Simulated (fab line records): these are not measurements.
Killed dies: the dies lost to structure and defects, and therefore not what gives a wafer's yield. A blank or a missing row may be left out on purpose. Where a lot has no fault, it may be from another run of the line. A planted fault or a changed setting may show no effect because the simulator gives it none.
Split-lot study :: flow n5 finfet :: on a route of 1938 steps: 7 lots, 21 wafers read

## THE SPLIT ITSELF
At N5_HKMG_FIN_COAT_43 (resist thk 90 nm), the setting spin rpm was moved away from the recipe's 1500 rpm on 13 of the 21 wafers read, by -8.1% to +9.5%. The other wafers ran this setting at the recipe's value.

The file shows no step between the split and the reading.

## THE READING
CAR-ArF_of_HKMG_FIN_COAT_43.thk nm (the simulator's own value, which no gauge read), in nm, at N5_HKMG_FIN_DEVELOP_48 (develop time 30 s). No usual value for it is given in the file. Here, 8 wafers ran the recipe; their average is 88.2 nm with a standard deviation of 0.25 nm.

wafer: L077.1
tool, chamber at the split: litho track-01, 0
spin rpm as run, rpm: 1500
against the recipe: recipe
CAR-ArF_of_HKMG_FIN_COAT_43.thk nm, nm: 88.2
against lot-mates on the recipe: -

wafer: L077.2
tool, chamber at the split: litho track-01, 0
spin rpm as run, rpm: 1618
against the recipe: +7.9%
CAR-ArF_of_HKMG_FIN_COAT_43.thk nm, nm: 85
against lot-mates on the recipe: -3.2

wafer: L077.4
tool, chamber at the split: litho track-01, 0
spin rpm as run, rpm: 1618
against the recipe: +7.9%
CAR-ArF_of_HKMG_FIN_COAT_43.thk nm, nm: 84.8
against lot-mates on the recipe: -3.4

wafer: L078.2
tool, chamber at the split: litho track-03, 0
spin rpm as run, rpm: 1544
against the recipe: +2.9%
CAR-ArF_of_HKMG_FIN_COAT_43.thk nm, nm: 86.8
against lot-mates on the recipe: -1.2

wafer: L078.3
tool, chamber at the split: litho track-03, 0
spin rpm as run, rpm: 1500
against the recipe: recipe
CAR-ArF_of_HKMG_FIN_COAT_43.thk nm, nm: 88
against lot-mates on the recipe: -

wafer: L078.6
tool, chamber at the split: litho track-03, 0
spin rpm as run, rpm: 1544
against the recipe: +2.9%
CAR-ArF_of_HKMG_FIN_COAT_43.thk nm, nm: 86.8
against lot-mates on the recipe: -1.2

wafer: L079.2
tool, chamber at the split: litho track-01, 0
spin rpm as run, rpm: 1500
against the recipe: recipe
CAR-ArF_of_HKMG_FIN_COAT_43.thk nm, nm: 88.2
against lot-mates on the recipe: -

wafer: L079.3
tool, chamber at the split: litho track-01, 0
spin rpm as run, rpm: 1642
against the recipe: +9.5%
CAR-ArF_of_HKMG_FIN_COAT_43.thk nm, nm: 84
against lot-mates on the recipe: -4.2

wafer: L079.4
tool, chamber at the split: litho track-01, 0
spin rpm as run, rpm: 1642
against the recipe: +9.5%
CAR-ArF_of_HKMG_FIN_COAT_43.thk nm, nm: 84.2
against lot-mates on the recipe: -4.0

wafer: L087.1
tool, chamber at the split: litho track-03, 0
spin rpm as run, rpm: 1500
against the recipe: recipe
CAR-ArF_of_HKMG_FIN_COAT_43.thk nm, nm: 88
against lot-mates on the recipe: -

wafer: L087.2
tool, chamber at the split: litho track-03, 0
spin rpm as run, rpm: 1500
against the recipe: recipe
CAR-ArF_of_HKMG_FIN_COAT_43.thk nm, nm: 88
against lot-mates on the recipe: -

wafer: L087.6
tool, chamber at the split: litho track-03, 0
spin rpm as run, rpm: 1500
against the recipe: recipe
CAR-ArF_of_HKMG_FIN_COAT_43.thk nm, nm: 88.2
against lot-mates on the recipe: -

wafer: L090.1
tool, chamber at the split: litho track-01, 0
spin rpm as run, rpm: 1594
against the recipe: +6.3%
CAR-ArF_of_HKMG_FIN_COAT_43.thk nm, nm: 85.6
against lot-mates on the recipe: -2.4

wafer: L090.5
tool, chamber at the split: litho track-01, 0
spin rpm as run, rpm: 1594
against the recipe: +6.3%
CAR-ArF_of_HKMG_FIN_COAT_43.thk nm, nm: 85.4
against lot-mates on the recipe: -2.6

wafer: L090.6
tool, chamber at the split: litho track-01, 0
spin rpm as run, rpm: 1500
against the recipe: recipe
CAR-ArF_of_HKMG_FIN_COAT_43.thk nm, nm: 88
against lot-mates on the recipe: -

wafer: L092.1
tool, chamber at the split: litho track-01, 0
spin rpm as run, rpm: 1500
against the recipe: recipe
CAR-ArF_of_HKMG_FIN_COAT_43.thk nm, nm: 88.8
against lot-mates on the recipe: -

wafer: L092.5
tool, chamber at the split: litho track-01, 0
spin rpm as run, rpm: 1614
against the recipe: +7.6%
CAR-ArF_of_HKMG_FIN_COAT_43.thk nm, nm: 85.6
against lot-mates on the recipe: -3.2

wafer: L092.6
tool, chamber at the split: litho track-01, 0
spin rpm as run, rpm: 1614
against the recipe: +7.6%
CAR-ArF_of_HKMG_FIN_COAT_43.thk nm, nm: 85.4
against lot-mates on the recipe: -3.4

wafer: L095.3
tool, chamber at the split: litho track-03, 0
spin rpm as run, rpm: 1379
against the recipe: -8.1%
CAR-ArF_of_HKMG_FIN_COAT_43.thk nm, nm: 92
against lot-mates on the recipe: no lot-mate on the recipe

wafer: L095.4
tool, chamber at the split: litho track-03, 0
spin rpm as run, rpm: 1379
against the recipe: -8.1%
CAR-ArF_of_HKMG_FIN_COAT_43.thk nm, nm: 92.4
against lot-mates on the recipe: no lot-mate on the recipe

wafer: L095.5
tool, chamber at the split: litho track-03, 0
spin rpm as run, rpm: 1379
against the recipe: -8.1%
CAR-ArF_of_HKMG_FIN_COAT_43.thk nm, nm: 92.2
against lot-mates on the recipe: no lot-mate on the recipe

FIT RESULTS
A straight line over all 21 wafers: CAR-ArF_of_HKMG_FIN_COAT_43.thk nm changes by -0.445 nm for each +1% of spin rpm; r = -0.99; the points scatter about the line by 0.31 nm.
The same after taking each lot's own level away (the mean of its wafers on the recipe; 18 wafers): -0.426 nm for each +1%; r = -1.00; scatter 0.11 nm.
On that fit, the largest move of spin rpm shifts the reading by 4 nm.
The span of the lots' own levels, 88.00 to 88.80 nm, comes to 3.2 times the standard deviation stated above.
So the lot-to-lot level changes the slope little: the two slopes agree.
Check: with one of the wafers moved furthest among these (+9.5%) left out of the fit, the line predicts -3.98 nm for it against its lot-mates. Against them it came out at -4.2 nm.

## THESE WAFERS: OTHER SPLITS
Note: prior to the reading, these wafers also went through further splits. Each is held against what the fit with the lots' levels taken away leaves over:
other split on the same wafers: N5_FIN_SAQP_EXPOSE_13 dose mj
wafers away from the commonest value: 4
r with CAR-ArF_of_HKMG_FIN_COAT_43.thk nm (lot level and that fit taken away): -0.31

other split on the same wafers: N5_FIN_SAQP_SPACER1_ALD_24 ald cycles
wafers away from the commonest value: 3
r with CAR-ArF_of_HKMG_FIN_COAT_43.thk nm (lot level and that fit taken away): +0.42

other split on the same wafers: N5_DUMMY_GATE_PECVD_30 time s
wafers away from the commonest value: 4
r with CAR-ArF_of_HKMG_FIN_COAT_43.thk nm (lot level and that fit taken away): +0.31

other split on the same wafers: N5_SD_EPI_N_COAT_03 spin rpm
wafers away from the commonest value: 4
r with CAR-ArF_of_HKMG_FIN_COAT_43.thk nm (lot level and that fit taken away): +0.33

other split on the same wafers: N5_SD_EPI_N_DEVELOP_08 develop time s
wafers away from the commonest value: 4
r with CAR-ArF_of_HKMG_FIN_COAT_43.thk nm (lot level and that fit taken away): +0.02

other split on the same wafers: N5_SDB_HM_DEP_00 time s
wafers away from the commonest value: 5
r with CAR-ArF_of_HKMG_FIN_COAT_43.thk nm (lot level and that fit taken away): +0.39

## THE WHOLE CHAIN: every reading that the file lists as answering this split, in the file's order
step: N5_HKMG_FIN_COAT_43
what it does: resist thk 90 nm
reading: CAR-ArF_of_HKMG_FIN_COAT_43.thk nm (the simulator's own value, which no gauge read)
change (the file's fit): -0.415 nm for each +1% of the setting
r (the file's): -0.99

step: N5_HKMG_FIN_DEVELOP_48
what it does: develop time 30 s
reading: CAR-ArF_of_HKMG_FIN_COAT_43.thk nm (the simulator's own value, which no gauge read)
change (the file's fit): -0.424 nm for each +1% of the setting
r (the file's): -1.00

## FILE'S OWN FIT
CAR-ArF_of_HKMG_FIN_COAT_43.thk nm changes by -0.424 nm for each +1% of spin rpm, r = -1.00.
